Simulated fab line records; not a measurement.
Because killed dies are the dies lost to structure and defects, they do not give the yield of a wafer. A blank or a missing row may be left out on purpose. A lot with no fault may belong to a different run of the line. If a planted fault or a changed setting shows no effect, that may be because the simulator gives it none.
fab line records + flow nand_harc + part 2 of 2: steps 5 to 6 of 6
[record]
- lots = 23
- wafers = 69
- last_day = 25
route steps=1159 shown A_STAIRCASE@741 A_SLIT@797 A_WL_FILL@810
lots that met no fault: taken from a fault-free run of the same line
start_h: hours from the record's first day to the start of the lot's first wafer shown + wait_h: hours elapsed since this lot's preceding step + " identical to the entry in the row above + L1.1+2: a single row standing in for several wafers + - no value present, or no start provided + * or withheld: withheld + < > ~ a bound
route shown NAME@n: a module of which the file shows steps, and the number in the route of the first + usual: mean and standard deviation over wafers with no fault + same: alike in all rows + chamber/n: place in a boat + sites: each site's reading + _std_site: standard deviation across them + _edge_site: outer sites' mean less inner sites' + radius_mm: for every site, how far away it sits from the centre of the wafer + mask NAME#n: copy n + behind: the last tool/chamber to shape the wafer + hold: reason for holding the lot/hours on hold/outcome of the hold + device: which transistor (n, p or np) failed to switch + end of line: the tests these same wafers got at the end of their route + where a step has no rows: the recipe by itself + killed: at the first sort, the dies lost to defects and structure; wafer yield is something else + map: the dies of a wafer, with x for killed, . for not killed, _ for no die there
set.NAME: the setting as run; set.NAME@STEP: as run at that earlier step + model.NAME: the simulator's own value behind a step, which no gauge read
route steps across a sampled set of lots; one table per step, one row per wafer
services: the hour from which a tool's chamber was out of use, counted from the record's first day as start_h (under 0 if before that day), plus the number of hours and why
[[steps]]
[step NHARC_A_WL_FILL_ALD_10]
[recipe]
- target_thk_a = 500
- pulse_time_s = 10
- ald_cycles = 500
- temp_c = 300
- material = SiO2
[usual]
- heater_power_w = 476/38
- precursor_pulse_height_rel = 0.997/0.02
| lot.wafer | tool      | chamber | start_h | wait_h | heater_power_w | precursor_pulse_height_rel |
|-----------|-----------|---------|---------|--------|----------------|----------------------------|
| L075.3    | ald_hk-03 | 1       | 337.00  | 0.4    | 491            | 0.986                      |
| L075.4    | "         | 2       | "       | "      | 525            | 0.976                      |
| L075.2    | "         | 0       | 338.55  | 2.0    | 469            | 1.052                      |
| L074.1    | ald_hk-02 | 1       | 337.66  | 1.1    | 452            | 0.977                      |
| L074.5    | "         | 0       | 340.72  | 4.1    | 441            | 0.959                      |
| L074.6    | "         | 1       | 341.74  | 5.2    | 445            | 0.964                      |
| L076.3    | ald_hk-01 | 0       | 353.68  | 0.1    | 435            | 0.985                      |
| L076.4    | "         | 3       | 355.21  | 1.6    | 524            | 1.013                      |
| L076.5    | "         | 0       | "       | "      | 426            | 0.987                      |
| L077.4    | ald_hk-03 | 3       | 354.69  | 1.1    | 535            | 1.004                      |
| L077.3    | "         | 0       | "       | "      | 465            | 0.993                      |
| L077.6    | "         | 2       | 356.21  | 2.6    | 526            | 1.037                      |
| L081.1    | ald_hk-02 | 0       | 370.30  | 0.1    | 457            | 1.014                      |
| L081.3    | "         | 1       | "       | "      | 459            | 0.998                      |
| L081.4    | "         | 3       | 371.82  | 1.6    | 489            | 0.994                      |
| L079.4    | ald_hk-01 | 1       | 371.33  | 1.1    | 384            | 0.990                      |
| L079.5    | "         | 3       | 372.35  | 2.1    | 512            | 0.979                      |
| L079.6    | "         | 0       | "       | "      | 436            | 0.989                      |
| L080.2    | ald_hk-03 | 3       | 371.88  | 1.6    | 518            | 0.973                      |
| L080.6    | "         | 0       | "       | "      | 469            | 0.977                      |
| L080.5    | "         | 1       | "       | "      | 488            | 1.022                      |
| L078.2    | ald_hk-02 | 3       | 373.34  | 3.1    | 502            | 0.981                      |
| L078.6    | "         | 3       | 375.41  | 5.1    | 501            | 0.973                      |
| L078.5    | "         | 0       | "       | "      | 451            | 0.979                      |
| L083.1    | ald_hk-02 | 1       | 390.11  | 0.1    | 438            | 1.005                      |
| L083.4    | "         | 3       | 391.13  | 1.1    | 507            | 0.971                      |
| L083.6    | "         | 1       | 392.15  | 2.1    | 440            | 0.963                      |
| L084.4    | ald_hk-02 | 1       | 408.14  | 1.1    | 438            | 0.993                      |
| L084.6    | "         | 3       | 409.17  | 2.1    | 498            | 1.033                      |
| L084.5    | "         | 0       | "       | "      | 447            | 0.995                      |
| L082.2    | ald_hk-03 | 0       | 408.43  | 1.4    | 475            | 1.001                      |
| L082.6    | "         | 0       | 410.48  | 3.4    | 469            | 1.025                      |
| L082.5    | "         | 1       | "       | "      | 501            | 0.979                      |
| L088.1    | ald_hk-02 | 3       | 420.08  | 0.1    | 499            | 0.988                      |
| L088.5    | "         | 3       | 422.12  | 2.1    | 499            | 0.965                      |
| L088.6    | "         | 0       | "       | "      | 454            | 1.008                      |
| L086.3    | ald_hk-01 | 3       | 420.08  | 0.0    | 532            | 1.004                      |
| L086.2    | "         | 0       | "       | "      | 450            | 0.996                      |
| L086.1    | "         | 2       | 421.63  | 1.6    | 438            | 0.978                      |
| L085.3    | ald_hk-03 | 2       | 420.79  | 0.8    | 539            | 0.974                      |
| L085.2    | "         | 3       | "       | "      | 519            | 0.993                      |
| L085.5    | "         | 2       | 422.89  | 2.9    | 527            | 0.986                      |
| L087.1    | ald_hk-01 | 3       | 423.32  | 0.1    | 525            | 0.982                      |
| L087.4    | "         | 2       | 424.87  | 1.6    | 446            | 0.967                      |
| L087.5    | "         | 0       | 425.91  | 2.7    | 448            | 0.989                      |
| L090.3    | ald_hk-03 | 2       | 436.60  | 0.1    | 540            | 1.022                      |
| L090.5    | "         | 2       | 438.66  | 2.1    | 544            | 1.007                      |
| L090.6    | "         | 3       | "       | "      | 535            | 0.989                      |
| L089.2    | ald_hk-02 | 0       | 437.63  | 1.1    | 459            | 1.003                      |
| L089.1    | "         | 1       | "       | "      | 458            | 1.002                      |
| L089.5    | "         | 3       | 439.18  | 2.6    | 507            | 1.004                      |
| L093.3    | ald_hk-03 | 3       | 450.23  | 0.1    | 534            | 0.967                      |
| L093.4    | "         | 0       | "       | "      | 473            | 1.037                      |
| L093.6    | "         | 3       | 452.30  | 2.1    | 535            | 1.002                      |
| L092.3    | ald_hk-02 | 1       | 450.23  | 0.0    | 445            | 1.017                      |
| L092.2    | "         | 3       | 451.24  | 1.1    | 506            | 1.026                      |
| L092.6    | "         | 1       | 452.26  | 2.1    | 443            | 1.018                      |
| L094.1    | ald_hk-01 | 1       | 467.84  | 0.1    | 412            | 0.979                      |
| L094.4    | "         | 2       | "       | "      | 442            | 1.002                      |
| L094.3    | "         | 3       | "       | "      | 518            | 0.976                      |
| L096.1    | ald_hk-01 | 0       | 479.28  | 0.4    | 457            | 1.008                      |
| L096.2    | "         | 1       | "       | "      | 417            | 0.937                      |
| L096.5    | "         | 1       | 481.89  | 3.0    | 415            | 1.012                      |
| L095.2    | ald_hk-02 | 3       | 481.22  | 2.3    | 491            | 1.005                      |
| L095.4    | "         | 2       | 482.78  | 3.9    | 456            | 1.036                      |
| L095.5    | "         | 0       | 483.81  | 4.9    | 475            | 0.972                      |
| L097.2    | ald_hk-02 | 2       | 496.96  | 1.1    | 462            | 1.004                      |
| L097.3    | "         | 3       | "       | "      | 482            | 0.990                      |
| L097.5    | "         | 0       | "       | "      | 462            | 0.983                      |
[step NHARC_A_WL_FILL_ETCHBACK_16]
[recipe]
- target_depth_a = 880
- time_s = 17.6
- c4f8_flow_sccm = withheld
- o2_flow_sccm = 8
- ar_flow_sccm = withheld
- rf_w = 600
- bias_w = 800
- chemistry = C4F8/O2/Ar
[usual]
- chamber_pressure_mTorr = 24.996/0.022
- oes_product_au = 0.98/0.033
- rf_vpp_V = 724/4
| lot.wafer | tool        | chamber | start_h | wait_h | chamber_pressure_mTorr | oes_product_au | rf_hours_counter_h | rf_vpp_V |
|-----------|-------------|---------|---------|--------|------------------------|----------------|--------------------|----------|
| L075.2    | rie_diel-08 | 2       | -       | -      | 25.003                 | 1.00           | 2.1                | 731      |
| L075.3    | "           | 0       | "       | "      | 25.003                 | 1.01           | 2.0                | 722      |
| L075.4    | "           | 1       | "       | "      | 25.011                 | 0.98           | 2.0                | 720      |
| L074.1    | rie_diel-01 | 1       | -       | -      | 25.002                 | 1.00           | 0.6                | 723      |
| L074.6    | "           | 1       | "       | "      | 25.014                 | 0.99           | -                  | 724      |
| L074.5    | "           | 2       | "       | "      | 25.000                 | 1.01           | -                  | 730      |
| L077.3    | rie_diel-01 | 2       | -       | -      | 25.035                 | 1.00           | 0.8                | 729      |
| L077.4    | "           | 3       | "       | "      | 24.994                 | 0.99           | 0.9                | 722      |
| L077.6    | "           | 1       | "       | "      | 24.998                 | 0.99           | -                  | 725      |
| L076.4    | rie_diel-08 | 1       | -       | -      | 25.009                 | 1.00           | 3.9                | 721      |
| L076.3    | "           | 2       | "       | "      | 25.006                 | 1.01           | 3.8                | 732      |
| L076.5    | "           | 3       | "       | "      | 24.969                 | 0.99           | -                  | 719      |
| L081.4    | rie_diel-01 | 1       | -       | -      | 24.999                 | 0.92           | 1.2                | 724      |
| L081.1    | "           | 2       | "       | "      | 25.013                 | 0.92           | 1.1                | 731      |
| L081.3    | "           | 0       | "       | "      | 25.005                 | 0.92           | 1.3                | 720      |
| L079.4    | rie_diel-13 | 1       | -       | -      | 24.963                 | 1.00           | 3.5                | 725      |
| L079.6    | "           | 1       | "       | "      | 25.001                 | 0.99           | -                  | 727      |
| L079.5    | "           | 2       | "       | "      | 24.998                 | 0.99           | -                  | 725      |
| L080.2    | rie_diel-13 | 0       | -       | -      | 25.017                 | 1.02           | 3.8                | 725      |
| L080.6    | "           | 3       | "       | "      | 25.030                 | 1.02           | -                  | 729      |
| L080.5    | "           | 0       | "       | "      | 24.983                 | 1.02           | -                  | 724      |
| L078.2    | rie_diel-13 | 1       | -       | -      | 24.982                 | 1.00           | 3.5                | 726      |
| L078.6    | "           | 1       | "       | "      | 25.021                 | 1.00           | -                  | 727      |
| L078.5    | "           | 2       | "       | "      | 25.000                 | 1.00           | -                  | 725      |
| L083.1    | rie_diel-08 | 0       | -       | -      | 25.011                 | 1.02           | 5.2                | 720      |
| L083.4    | "           | 2       | "       | "      | 25.000                 | 1.00           | 5.7                | 731      |
| L083.6    | "           | 3       | "       | "      | 25.020                 | 1.00           | -                  | 719      |
| L084.4    | rie_diel-08 | 1       | -       | -      | 25.009                 | 1.00           | 7.0                | 719      |
| L084.5    | "           | 3       | "       | "      | 25.011                 | 1.00           | -                  | 719      |
| L084.6    | "           | 0       | "       | "      | 24.996                 | 1.01           | -                  | 723      |
| L082.2    | rie_diel-01 | 3       | -       | -      | 24.987                 | 0.99           | 2.5                | 722      |
| L082.5    | "           | 0       | "       | "      | 24.966                 | 1.00           | -                  | 721      |
| L082.6    | "           | 1       | "       | "      | 24.967                 | 0.98           | -                  | 725      |
| L088.1    | rie_diel-01 | 1       | -       | -      | 24.960                 | 0.96           | 2.8                | 724      |
| L088.5    | "           | 1       | "       | "      | 24.999                 | 0.96           | -                  | 724      |
| L088.6    | "           | 2       | "       | "      | 24.977                 | 0.96           | -                  | 729      |
| L086.1    | rie_diel-13 | 0       | -       | -      | 24.992                 | 1.02           | 5.9                | 723      |
| L086.3    | "           | 1       | "       | "      | 24.980                 | 1.00           | 5.3                | 725      |
| L086.2    | "           | 2       | "       | "      | 24.952                 | 1.00           | 5.5                | 725      |
| L085.2    | rie_diel-08 | 3       | -       | -      | 24.963                 | 0.99           | 7.2                | 718      |
| L085.3    | "           | 2       | "       | "      | 24.998                 | 0.99           | 7.6                | 731      |
| L085.5    | "           | 0       | "       | "      | 25.041                 | 1.01           | -                  | 720      |
| L087.4    | rie_diel-08 | 2       | -       | -      | 25.013                 | 1.00           | 7.6                | 729      |
| L087.1    | "           | 3       | "       | "      | 25.056                 | 0.99           | 7.2                | 718      |
| L087.5    | "           | 1       | "       | "      | 24.983                 | 1.00           | -                  | 721      |
| L090.3    | rie_diel-13 | 0       | -       | -      | 25.021                 | 0.94           | 6.5                | 725      |
| L090.6    | "           | 0       | "       | "      | 24.982                 | 0.92           | -                  | 724      |
| L090.5    | "           | 1       | "       | "      | 25.002                 | 0.93           | -                  | 727      |
| L089.2    | rie_diel-08 | 0       | -       | -      | 25.006                 | 0.99           | 7.8                | 720      |
| L089.1    | "           | 2       | "       | "      | 25.003                 | 0.99           | 8.6                | 729      |
| L089.5    | "           | 3       | "       | "      | 24.982                 | 0.99           | -                  | 719      |
| L092.2    | rie_diel-01 | 0       | -       | -      | 25.046                 | 0.92           | 3.5                | 721      |
| L092.3    | "           | 2       | "       | "      | 24.988                 | 0.92           | 3.3                | 730      |
| L092.6    | "           | 0       | "       | "      | 25.004                 | 0.91           | -                  | 720      |
| L093.3    | rie_diel-08 | 0       | -       | -      | 24.992                 | 1.00           | 8.2                | 723      |
| L093.4    | "           | 2       | "       | "      | 25.036                 | 1.00           | 9.0                | 729      |
| L093.6    | "           | 0       | "       | "      | 24.991                 | 1.01           | -                  | 722      |
| L094.3    | rie_diel-01 | 3       | -       | -      | 25.020                 | 0.92           | 3.3                | 722      |
| L094.4    | "           | 0       | "       | "      | 24.993                 | 0.92           | 3.7                | 721      |
| L094.1    | "           | 2       | "       | "      | 24.980                 | 0.92           | 3.6                | 731      |
| L096.2    | rie_diel-01 | 2       | -       | -      | 24.939                 | 0.93           | 4.1                | 729      |
| L096.1    | "           | 1       | "       | "      | 25.028                 | 0.92           | 4.2                | 724      |
| L096.5    | "           | 3       | "       | "      | 24.996                 | 0.92           | -                  | 722      |
| L095.2    | rie_diel-01 | 2       | -       | -      | 24.964                 | 1.00           | 4.1                | 730      |
| L095.4    | "           | 3       | "       | "      | 24.958                 | 1.00           | 3.8                | 721      |
| L095.5    | "           | 3       | "       | "      | 25.011                 | 1.00           | -                  | 723      |
| L097.2    | rie_diel-13 | 3       | -       | -      | 24.956                 | 1.00           | 1.4                | 730      |
| L097.3    | "           | 1       | "       | "      | 24.984                 | 1.00           | 1.6                | 728      |
| L097.5    | "           | 3       | "       | "      | 24.999                 | 1.00           | -                  | 729      |
[[services]]
| tool            | chamber | start_h | hours | kind   |
|-----------------|---------|---------|-------|--------|
| plasma_asher-01 | -       | 276.26  | 9.0   | pm     |
| rie_diel-01     | 2       | 289.42  | 4.9   | repair |
| rie_diel-08     | 1       | 289.45  | 9.2   | repair |
| rtp_anneal-02   | -       | 300.13  | 12.0  | pm     |
| rie_diel-08     | -       | 301.82  | 9.0   | pm     |
| har_etch-01     | -       | 305.00  | 17.0  | pm     |
| rie_diel-01     | -       | 314.80  | 9.0   | pm     |
| rie_diel-08     | 2       | 326.84  | 4.0   | repair |
| plasma_asher-01 | -       | 356.87  | 1.1   | repair |
| plasma_asher-02 | -       | 360.34  | 9.0   | pm     |
| rie_diel-03     | -       | 392.41  | 9.0   | pm     |
| rie_diel-09     | 2       | 401.69  | 12.6  | repair |
| rie_diel-01     | 3       | 424.43  | 5.0   | repair |
| rie_diel-09     | 2       | 428.25  | 14.1  | repair |
| rie_diel-09     | -       | 431.26  | 9.0   | pm     |
| rie_diel-03     | 3       | 438.14  | 1.9   | repair |
| plasma_asher-02 | -       | 449.56  | 4.0   | repair |
| plasma_asher-01 | -       | 453.26  | 9.0   | pm     |
| rie_diel-09     | 3       | 453.44  | 1.9   | repair |
| rie_diel-03     | 2       | 457.71  | 3.9   | repair |
| ald_hk-02       | -       | 458.27  | 10.0  | pm     |
| rie_diel-09     | -       | 461.79  | 0.3   | repair |
| rie_diel-08     | 2       | 476.70  | 2.9   | repair |
| rie_diel-01     | -       | 491.80  | 9.0   | pm     |
